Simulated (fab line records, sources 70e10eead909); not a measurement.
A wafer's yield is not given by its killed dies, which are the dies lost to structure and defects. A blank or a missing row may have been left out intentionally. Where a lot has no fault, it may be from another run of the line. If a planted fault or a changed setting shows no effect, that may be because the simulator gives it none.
Chamber matching ; flow nand-harc ; NHARC_A_STAIRCASE_DESCUM_291 on rie-diel-01: 4 sister chambers
The step chemistry O2, time 3 s. 8 wafers are shown with their chamber, then 7 later ones without.

EACH WAFER AND ITS CHAMBER
wafer;chamber;showerhead-plenum-p-Torr (Torr);drypump-motor-current-A (A)
L080.3;0;2.00;5.8
L082.3;2;1.94;4.8
L082.6;2;1.94;4.9
L084.6;3;2.00;5.2
L085.3;3;2.00;5.2
L085.6;1;1.80;5.5
L091.2;0;1.99;5.8
L091.4;1;1.80;5.5

WAFERS WITHOUT THEIR CHAMBER
wafer;showerhead-plenum-p-Torr (Torr);drypump-motor-current-A (A)
L091.6;1.99;5.8
L094.4;1.80;5.5
L094.5;1.93;4.8
L094.6;1.99;5.2
L097.3;1.99;5.2
L097.4;1.98;5.8
L097.6;1.93;4.8

THE CHAMBER EACH PASSED THROUGH
wafer;from the rows above;in truth
L091.6;0;0
L094.4;1;1
L094.5;2;2
L094.6;3;3
L097.3;3;3
L097.4;0;0
L097.6;2;2
Correctly placed: 7 of 7. Number that these rows cannot place: 0. Number placed wrongly: 0.
How it was worked out, from the rows above alone: a wafer's distance from a chamber is the root of the sum, over the readings, of the square of ((its reading less the chamber's mean) divided by the reading's scatter). The wafer belongs to the nearest chamber; if the next one is less than 2 further off, it can't be placed. The mean given for a chamber averages the wafers shown for that chamber. The scatter: take each reading less its chamber's mean, square it, sum over the shown wafers, divide by the number of wafers less the number of chambers, and take the root.
